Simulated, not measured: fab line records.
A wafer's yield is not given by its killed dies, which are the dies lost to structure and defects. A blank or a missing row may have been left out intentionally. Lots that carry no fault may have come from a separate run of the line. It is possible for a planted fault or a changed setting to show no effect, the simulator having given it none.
fab line records | flow nand_harc | part 1 of 2: steps 1 to 4 of 6
[record] lots = 23 wafers = 69 last_day = 24
route steps=1159 shown A_STAIRCASE@595
lots that met no fault: taken from a fault-free run of the same line
start_h: start of the lot's first displayed wafer, in hours after the record's first day | wait_h: time in hours since the lot's previous step | " same as the row above | L1.1+2: one row covering several wafers at once | - no value, or no start given | * or withheld: withheld | < > ~ a bound
route shown NAME@n: NAME is a module with steps in the file, n the number in the route of the first one | usual: mean/standard deviation of fault-free wafers | same: alike in all rows | chamber/n: place in a boat | sites: readings site by site | _std_site: the standard deviation of these | _edge_site: the outer-site mean with the inner-site mean subtracted | radius_mm: how far each site lies from the wafer's centre | mask NAME#n: copy n | behind: the most recent tool/chamber to have shaped the wafer | hold: the reason the lot was held/the length of the hold in hours/how it ended | device: the transistor (n, p or np) that didn't switch | end of line: the tests these same wafers got at the end of their route | a step without rows: its recipe alone | killed: dies lost to structure and defects at the first sort, not the wafer's yield | map: dies across one wafer; x = killed, . = not, _ = none there
set.NAME: the setting the step ran with; set.NAME@STEP: the setting that earlier step ran with | model.NAME: the simulator's own value behind a step, which no gauge read
route steps across a sampled set of lots; one table per step, one row per wafer
services: from which hour (start_h, from the record's first day; less than 0 if before it) a tool's chamber was out of use, for how many hours, and why
[[steps]]
[step NHARC_A_STAIRCASE_ETCH_201]
[recipe] target_depth_a = 1000 time_s = 40.5 ion_energy_ev = 400 c4f8_flow_sccm = 20 o2_flow_sccm = 10 ar_flow_sccm = withheld rf_w = 600 bias_w = 1000 chemistry = C4F8/O2
[usual] oes_product_au = 0.939/0.011 rf_fwd_power_W = 592.9/2.2 rf_vpp_V = 897/5.7
// columns lot.wafer tool chamber start_h wait_h oes_product_au rf_fwd_power_W rf_hours_counter_h rf_vpp_V
L074.1 rie_diel-08 0 - - 0.926 592.9 44 898
L074.5 " 2 " " 0.940 593.0 - 887
L074.6 " 3 " " 0.930 593.1 - 898
L075.4 rie_diel-02 1 - - 0.942 590.0 32 889
L075.1 " 3 " " 0.939 593.1 33 892
L075.2 " 0 " " 0.947 595.0 32 905
L076.3 rie_diel-01 0 - - 0.940 597.6 37 906
L076.4 " 3 " " 0.938 593.5 36 900
L076.5 " 0 " " 0.936 596.3 - 905
L079.1 rie_diel-01 0 - - 0.921 597.1 39 905
L079.4 " 2 " " 0.932 591.9 39 895
L079.5 " 1 " " 0.950 594.6 - 896
L077.2 rie_diel-08 1 - - 0.956 592.8 51 894
L077.3 " 2 " " 0.964 592.3 48 886
L077.4 " 3 " " 0.946 594.8 53 900
L078.4 rie_diel-08 0 - - 0.923 596.1 55 898
L078.2 " 2 " " 0.946 593.9 51 886
L078.5 " 1 " " 0.955 591.6 - 893
L080.3 rie_diel-01 2 - - 0.943 594.2 42 896
L080.6 " 0 " " 0.922 594.0 - 906
L080.5 " 1 " " 0.943 594.1 - 895
L081.3 rie_diel-08 2 - - 0.937 593.2 57 886
L081.4 " 1 " " 0.940 592.5 58 894
L081.6 " 2 " " 0.951 592.7 - 887
L082.3 rie_diel-02 3 - - 0.927 594.3 50 892
L082.2 " 1 " " 0.931 587.9 37 887
L082.6 " 2 " " 0.948 589.8 - 898
L083.2 rie_diel-02 1 - - 0.928 591.3 38 890
L083.1 " 2 " " 0.951 593.5 43 899
L083.5 " 1 " " 0.924 594.3 - 888
L086.3 rie_diel-01 3 - - 0.952 594.0 55 899
L086.2 " 0 " " 0.935 593.8 55 905
L086.4 " 1 " " 0.950 589.3 57 895
L084.1 rie_diel-08 2 - - 0.937 590.8 3 907
L084.2 " 0 " " 0.935 592.0 3 897
L084.5 " 3 " " 0.945 592.6 - 900
L085.1 rie_diel-08 3 - - 0.953 597.4 4 901
L085.3 " 0 " " 0.946 591.4 4 898
L085.4 " 2 " " 0.961 593.4 4 906
L087.1 rie_diel-02 2 - - 0.934 586.9 51 898
L087.2 " 3 " " 0.944 593.5 61 889
L087.3 " 0 " " 0.941 595.5 55 905
L090.3 rie_diel-01 1 - - 0.954 589.8 3 895
L090.2 " 2 " " 0.921 593.3 4 893
L090.6 " 1 " " 0.950 590.2 - 895
L089.4 rie_diel-08 0 - - 0.935 595.8 14 900
L089.2 " 1 " " 0.941 593.5 14 893
L089.5 " 2 " " 0.928 594.4 - 907
L088.3 rie_diel-08 1 - - 0.942 591.4 15 893
L088.2 " 2 " " 0.937 592.1 13 905
L088.6 " 0 " " 0.941 594.6 - 898
L091.3 rie_diel-01 0 - - 0.923 593.5 8 905
L091.6 " 3 " " 0.914 591.7 - 898
L091.4 " 1 " " 0.943 596.4 - 896
L092.4 rie_diel-02 2 - - 0.933 590.5 2 898
L092.2 " 3 " " 0.948 594.7 3 891
L092.5 " 2 " " 0.943 591.4 - 898
L093.2 rie_diel-02 3 - - 0.966 596.4 5 888
L093.3 " 0 " " 0.956 594.0 5 905
L093.5 " 2 " " 0.938 591.5 - 898
L095.4 rie_diel-02 1 - - 0.945 590.5 8 888
L095.1 " 3 " " 0.949 594.0 9 890
L095.6 " 1 " " 0.936 592.1 - 887
L096.1 rie_diel-01 3 - - 0.926 593.8 21 899
L096.4 " 1 " " 0.958 593.2 20 895
L096.6 " 3 " " 0.931 592.5 - 899
L097.4 rie_diel-02 2 - - 0.929 591.1 13 897
L097.1 " 3 " " 0.954 593.9 14 890
L097.6 " 0 " " 0.938 593.8 - 905
[step NHARC_A_STAIRCASE_TRIM_229]
[recipe] time_s = 211.2 o2_flow_sccm = 500 ar_flow_sccm = 0 bias_w = 0 chemistry = O2
[usual] drypump_motor_current_A = 5.7/0.52 oes_product_au = 0.999/0.011 rf_vpp_V = 57.9/0.86 showerhead_plenum_p_Torr = 3.57/0.15 throttle_valve_pct = 17.036/0.0094
// columns lot.wafer tool chamber start_h wait_h drypump_motor_current_A oes_product_au rf_hours_counter_h rf_vpp_V showerhead_plenum_p_Torr throttle_valve_pct
L075.4 rie_diel-08 1 244.93 0.1 5.2 0.995 43 58.2 3.46 17.052
L075.1 " 2 " " 5.6 1.002 40 56.6 3.28 17.028
L075.2 " 3 " " 6.1 0.992 46 58.4 3.64 17.025
L074.1 rie_diel-02 1 245.34 0.1 5.2 0.983 33 57.6 3.34 17.064
L074.6 " 0 " " 4.9 1.004 - 59.3 3.79 17.039
L074.5 " 1 " " 5.2 0.983 - 58.2 3.34 17.043
L076.3 rie_diel-01 0 262.64 0.2 6.0 0.993 38 59.6 3.79 17.035
L076.4 " 1 " " 5.7 1.016 39 57.6 3.54 17.037
L076.5 " 0 " " 6.0 0.997 - 58.9 3.79 17.024
L079.1 rie_diel-02 3 267.32 0.1 6.6 1.003 43 57.7 3.38 17.039
L079.4 " 0 " " 4.9 1.006 - 59.9 3.78 17.042
L079.5 " 3 " " 6.6 0.990 - 57.9 3.38 17.027
L077.4 rie_diel-01 2 267.32 0.1 5.6 1.008 40 57.1 3.50 17.025
L077.3 " 3 " " 5.0 1.012 39 57.9 3.61 17.030
L077.2 " 0 " " 6.0 1.000 40 56.9 3.78 17.036
L078.2 rie_diel-02 2 274.15 0.1 6.5 1.014 36 58.0 3.60 17.052
L078.4 " 0 " " 4.9 1.001 - 58.4 3.78 17.030
L078.5 " 3 " " 6.6 1.016 - 57.8 3.38 17.027
L080.3 rie_diel-02 0 277.58 0.1 4.9 1.000 45 58.7 3.78 17.028
L080.5 " 0 " " 4.9 0.997 - 58.0 3.78 17.041
L080.6 " 2 " " 6.5 1.005 - 59.2 3.60 17.048
L081.3 rie_diel-08 0 293.45 0.1 5.6 0.988 63 56.6 3.60 17.027
L081.4 " 2 " " 5.6 0.995 59 57.0 3.27 17.036
L081.6 " 0 " " 5.6 0.997 - 58.2 3.60 17.028
L082.2 rie_diel-08 1 293.59 0.1 5.2 1.011 60 57.8 3.45 17.027
L082.3 " 0 " " 5.6 0.987 63 59.1 3.60 17.043
L082.6 " 2 " " 5.6 1.009 - 57.5 3.27 17.027
L083.1 rie_diel-01 2 299.82 0.1 5.5 1.006 52 59.4 3.49 17.031
L083.2 " 1 " " 5.7 1.019 52 57.9 3.54 17.037
L083.5 " 2 " " 5.5 1.008 - 58.4 3.49 17.039
L086.4 rie_diel-02 0 317.14 0.1 4.9 1.004 54 58.3 3.78 17.020
L086.2 " 1 " " 5.2 0.984 46 56.6 3.34 17.042
L086.3 " 2 " " 6.5 1.004 50 57.8 3.60 17.032
L084.1 rie_diel-02 3 319.84 0.1 6.6 0.995 62 56.9 3.37 17.032
L084.2 " 1 " " 5.2 0.995 48 56.6 3.34 17.032
L084.5 " 3 " " 6.6 0.985 - 56.6 3.37 17.037
L085.3 rie_diel-01 1 324.46 0.1 5.7 1.015 0 57.7 3.54 17.036
L085.1 " 2 " " 5.6 0.973 0 57.8 3.49 17.041
L085.4 " 3 " " 5.1 1.001 0 57.5 3.60 17.029
L087.3 rie_diel-08 2 325.01 0.1 5.7 0.996 8 58.7 3.80 17.049
L087.1 " 0 " " 5.6 0.996 8 58.4 3.59 17.028
L087.2 " 1 " " 5.2 0.995 9 57.8 3.45 17.038
L090.2 rie_diel-01 1 336.20 0.1 5.7 1.011 5 58.0 3.53 17.041
L090.3 " 3 " " 5.0 1.000 6 59.0 3.60 17.039
L090.6 " 2 " " 5.6 0.984 - 57.0 3.48 17.033
L089.4 rie_diel-08 3 337.23 0.1 6.0 1.007 14 59.0 3.63 17.041
L089.2 " 0 " " 5.5 1.004 16 57.9 3.59 17.036
L089.5 " 3 " " 6.0 0.985 - 58.3 3.62 17.025
L088.2 rie_diel-02 0 338.80 0.1 4.9 1.001 1 57.9 3.77 17.021
L088.3 " 2 " " 6.5 0.986 1 57.2 3.59 17.033
L088.6 " 0 " " 4.9 1.007 - 57.2 3.77 17.058
L091.4 rie_diel-08 0 343.51 0.1 5.6 0.998 17 57.2 3.59 17.035
L091.3 " 1 " " 5.2 0.990 18 57.5 3.44 17.038
L091.6 " 3 " " 6.0 0.992 - 57.4 3.62 17.040
L092.4 rie_diel-01 0 347.93 0.1 6.0 0.996 10 57.8 3.77 17.024
L092.2 " 2 " " 5.5 0.986 8 57.9 3.48 17.037
L092.5 " 1 " " 5.7 1.023 - 59.3 3.53 17.042
L093.2 rie_diel-02 1 353.27 0.1 5.2 0.978 5 57.8 3.33 17.049
L093.3 " 2 " " 6.5 0.992 5 59.4 3.59 17.018
L093.5 " 1 " " 5.2 0.987 - 59.1 3.33 17.040
L095.1 rie_diel-01 0 368.82 0.1 6.0 0.984 16 58.2 3.77 17.046
L095.4 " 2 " " 5.6 0.981 15 57.4 3.48 17.029
L095.6 " 1 " " 5.6 1.016 - 57.2 3.53 17.037
L096.1 rie_diel-08 1 380.60 0.1 5.2 1.004 30 58.7 3.44 17.034
L096.4 " 3 " " 6.0 0.975 28 58.2 3.62 17.039
L096.6 " 1 " " 5.2 1.001 - 57.5 3.44 17.033
L097.1 rie_diel-01 2 387.57 0.2 5.6 0.991 23 58.0 3.47 17.025
L097.4 " 3 " " 5.0 0.996 25 58.3 3.59 17.026
L097.6 " 2 " " 5.6 0.988 - 57.8 3.47 17.023
[step NHARC_A_STAIRCASE_ETCH_230]
[recipe] target_depth_a = 1000 time_s = 40.5 ion_energy_ev = 400 c4f8_flow_sccm = 20 o2_flow_sccm = 10 ar_flow_sccm = withheld rf_w = 600 bias_w = 1000 chemistry = C4F8/O2
[usual] oes_product_au = 0.946/0.014 rf_fwd_power_W = 592.9/2.5 rf_vpp_V = 897/5.1
// columns lot.wafer tool chamber start_h wait_h oes_product_au rf_fwd_power_W rf_hours_counter_h rf_vpp_V
L075.4 rie_diel-08 2 - - 0.963 593.4 40 887
L075.2 " 3 " " 0.948 595.3 46 899
L075.1 " 1 " " 0.940 587.4 43 894
L074.1 rie_diel-02 0 - - 0.933 594.1 33 904
L074.5 " 2 " " 0.956 588.1 - 900
L074.6 " 3 " " 0.950 593.0 - 892
L076.3 rie_diel-01 2 - - 0.944 597.9 38 895
L076.4 " 3 " " 0.947 598.1 38 898
L076.5 " 0 " " 0.923 592.0 - 905
L079.1 rie_diel-02 2 - - 0.966 590.1 33 899
L079.5 " 2 " " 0.957 588.3 - 899
L079.4 " 3 " " 0.953 595.2 - 891
L077.2 rie_diel-01 0 - - 0.960 593.3 40 905
L077.3 " 1 " " 0.975 590.8 41 897
L077.4 " 2 " " 0.937 594.8 40 894
L078.2 rie_diel-02 3 - - 0.945 594.0 46 891
L078.4 " 0 " " 0.947 593.2 - 905
L078.5 " 2 " " 0.948 592.0 - 900
L080.3 rie_diel-02 0 - - 0.930 596.3 45 905
L080.6 " 2 " " 0.968 587.2 - 900
L080.5 " 0 " " 0.927 592.8 - 904
L081.3 rie_diel-08 3 - - 0.930 596.0 65 900
L081.4 " 1 " " 0.933 588.0 60 894
L081.6 " 0 " " 0.929 592.4 - 899
L082.3 rie_diel-08 0 - - 0.930 595.1 63 897
L082.2 " 2 " " 0.928 596.6 59 886
L082.6 " 1 " " 0.953 593.6 - 893
L083.2 rie_diel-01 2 - - 0.941 592.3 52 895
L083.1 " 0 " " 0.943 597.1 50 905
L083.5 " 3 " " 0.946 594.1 - 898
L086.2 rie_diel-02 2 - - 0.950 593.3 50 898
L086.4 " 3 " " 0.957 592.2 60 889
L086.3 " 0 " " 0.938 593.3 54 906
L084.2 rie_diel-02 2 - - 0.933 591.8 52 898
L084.1 " 0 " " 0.935 594.3 55 904
L084.5 " 3 " " 0.946 598.6 - 892
L085.4 rie_diel-01 1 - - 0.975 592.1 0 897
L085.1 " 2 " " 0.947 590.4 0 895
L085.3 " 3 " " 0.977 592.3 0 898
L087.1 rie_diel-08 0 - - 0.958 595.7 8 898
L087.2 " 2 " " 0.945 595.3 8 906
L087.3 " 3 " " 0.949 595.1 7 900
L090.3 rie_diel-01 3 - - 0.952 594.6 6 900
L090.2 " 0 " " 0.922 593.2 6 904
L090.6 " 2 " " 0.921 591.6 - 895
L089.4 rie_diel-08 1 - - 0.924 589.6 16 892
L089.2 " 2 " " 0.919 593.9 14 905
L089.5 " 0 " " 0.924 594.3 - 899
L088.2 rie_diel-02 3 - - 0.951 592.5 1 890
L088.3 " 2 " " 0.942 591.0 1 897
L088.6 " 0 " " 0.952 597.9 - 905
L091.3 rie_diel-08 3 - - 0.939 594.4 16 899
L091.4 " 1 " " 0.954 591.9 18 893
L091.6 " 3 " " 0.937 593.8 - 900
L092.2 rie_diel-01 3 - - 0.963 593.6 11 898
L092.4 " 0 " " 0.941 597.0 10 905
L092.5 " 3 " " 0.966 593.7 - 899
L093.2 rie_diel-02 1 - - 0.938 587.4 5 890
L093.3 " 2 " " 0.957 590.2 5 898
L093.5 " 1 " " 0.943 591.1 - 889
L095.4 rie_diel-01 0 - - 0.952 596.5 16 905
L095.1 " 2 " " 0.962 593.0 15 895
L095.6 " 1 " " 0.973 590.4 - 897
L096.1 rie_diel-08 0 - - 0.950 591.6 30 899
L096.4 " 2 " " 0.946 595.2 28 905
L096.6 " 1 " " 0.952 592.9 - 892
L097.4 rie_diel-01 1 - - 0.942 591.7 24 896
L097.1 " 3 " " 0.924 591.6 25 898
L097.6 " 2 " " 0.920 591.5 - 893
[step NHARC_A_STAIRCASE_TRIM_235]
[recipe] time_s = 211.2 o2_flow_sccm = 500 ar_flow_sccm = 0 bias_w = 0 chemistry = O2
[usual] drypump_motor_current_A = 5.7/0.53 oes_product_au = 0.999/0.011 rf_vpp_V = 58.0/0.92 showerhead_plenum_p_Torr = 3.57/0.15 throttle_valve_pct = 17.036/0.0097
// columns lot.wafer tool chamber start_h wait_h drypump_motor_current_A oes_product_au rf_hours_counter_h rf_vpp_V showerhead_plenum_p_Torr throttle_valve_pct
L075.1 rie_diel-08 2 - - 5.6 1.004 41 57.7 3.28 17.036
L075.4 " 0 " " 5.6 0.980 46 59.5 3.61 17.037
L075.2 " 1 " " 5.2 1.001 43 59.2 3.46 17.038
L074.1 rie_diel-02 0 - - 4.9 1.008 33 58.9 3.79 17.037
L074.5 " 3 " " 6.6 1.008 - 57.2 3.38 17.053
L074.6 " 0 " " 4.9 1.015 - 58.8 3.79 17.028
L076.4 rie_diel-01 0 - - 6.0 0.987 39 58.3 3.79 17.030
L076.3 " 1 " " 5.7 1.016 40 58.5 3.54 17.034
L076.5 " 0 " " 6.0 0.992 - 57.7 3.79 17.028
L079.1 rie_diel-02 3 - - 6.6 1.012 43 57.5 3.38 17.032
L079.5 " 0 " " 4.9 0.996 - 59.1 3.78 17.044
L079.4 " 2 " " 6.4 1.006 - 58.7 3.61 17.032
L077.4 rie_diel-01 2 - - 5.5 0.997 40 59.7 3.50 17.042
L077.2 " 3 " " 5.1 1.000 40 58.5 3.61 17.038
L077.3 " 0 " " 6.0 0.984 40 57.8 3.78 17.034
L078.2 rie_diel-02 2 - - 6.5 1.006 36 57.2 3.60 17.045
L078.5 " 3 " " 6.6 1.004 - 58.1 3.38 17.051
L078.4 " 0 " " 4.9 0.997 - 58.7 3.78 17.049
L080.3 rie_diel-02 0 - - 4.9 1.002 45 59.4 3.78 17.039
L080.5 " 3 " " 6.6 1.012 - 58.0 3.38 17.016
L080.6 " 2 " " 6.5 1.005 - 57.2 3.60 17.022
L081.3 rie_diel-08 0 - - 5.6 0.987 63 57.6 3.60 17.033
L081.4 " 1 " " 5.2 1.009 61 56.4 3.45 17.034
L081.6 " 0 " " 5.6 0.993 - 60.0 3.60 17.032
L082.2 rie_diel-08 1 - - 5.2 1.011 61 57.3 3.45 17.036
L082.3 " 3 " " 6.0 1.001 66 56.9 3.63 17.032
L082.6 " 1 " " 5.2 1.009 - 57.6 3.45 17.036
L083.1 rie_diel-01 2 - - 5.5 0.996 52 58.0 3.49 17.040
L083.2 " 0 " " 6.0 0.988 51 59.8 3.78 17.014
L083.5 " 2 " " 5.5 1.001 - 57.7 3.49 17.039
L086.4 rie_diel-02 0 - - 4.9 1.017 54 57.9 3.78 17.020
L086.3 " 1 " " 5.2 0.991 46 57.6 3.34 17.028
L086.2 " 2 " " 6.5 1.012 50 58.3 3.60 17.024
L084.2 rie_diel-02 0 - - 4.9 1.008 58 58.9 3.77 17.026
L084.1 " 1 " " 5.2 0.994 51 56.7 3.33 17.042
L084.5 " 1 " " 5.2 0.987 - 57.1 3.33 17.040
L085.3 rie_diel-01 1 - - 5.6 1.020 0 58.1 3.54 17.027
L085.4 " 3 " " 5.0 0.991 0 57.8 3.60 17.036
L085.1 " 0 " " 6.0 0.993 0 59.1 3.78 17.024
L087.1 rie_diel-08 3 - - 6.0 0.998 7 57.5 3.63 17.030
L087.2 " 1 " " 5.2 0.996 9 58.1 3.45 17.047
L087.3 " 2 " " 5.6 1.012 9 59.4 3.80 17.033
L090.2 rie_diel-01 0 - - 6.0 0.990 6 57.2 3.77 17.040
L090.3 " 3 " " 5.0 0.987 7 58.1 3.60 17.055
L090.6 " 1 " " 5.6 1.004 - 59.0 3.53 17.039
L089.4 rie_diel-08 3 - - 6.0 1.001 15 58.8 3.62 17.052
L089.2 " 0 " " 5.6 1.011 16 57.7 3.59 17.041
L089.5 " 2 " " 5.7 1.005 - 58.9 3.80 17.044
L088.2 rie_diel-02 2 - - 6.5 1.002 1 57.6 3.59 17.029
L088.3 " 3 " " 6.6 1.003 1 58.3 3.37 17.028
L088.6 " 1 " " 5.2 0.987 - 56.9 3.33 17.029
L091.4 rie_diel-08 0 - - 5.6 1.006 18 58.7 3.59 17.024
L091.3 " 1 " " 5.2 1.000 18 57.0 3.44 17.050
L091.6 " 2 " " 5.7 1.002 - 58.7 3.80 17.047
L092.2 rie_diel-01 0 - - 6.0 0.978 10 58.8 3.77 17.037
L092.4 " 1 " " 5.7 1.012 10 57.5 3.53 17.050
L092.5 " 1 " " 5.7 1.003 - 58.3 3.53 17.040
L093.3 rie_diel-02 2 - - 6.5 0.994 5 58.3 3.59 17.023
L093.2 " 0 " " 4.9 1.015 5 57.6 3.77 17.032
L093.5 " 2 " " 6.5 0.988 - 57.2 3.59 17.054
L095.1 rie_diel-01 3 - - 5.0 0.993 18 59.6 3.59 17.036
L095.4 " 1 " " 5.6 1.018 16 56.9 3.53 17.029
L095.6 " 3 " " 5.0 0.999 - 58.3 3.59 17.027
L096.4 rie_diel-08 1 - - 5.2 1.013 31 57.8 3.44 17.037
L096.1 " 0 " " 5.6 0.984 30 58.3 3.58 17.027
L096.6 " 1 " " 5.2 1.009 - 56.5 3.44 17.048
L097.4 rie_diel-01 0 - - 6.1 0.989 24 58.1 3.76 17.043
L097.1 " 2 " " 5.6 0.983 23 56.3 3.47 17.036
L097.6 " 1 " " 5.6 1.019 - 58.6 3.52 17.045
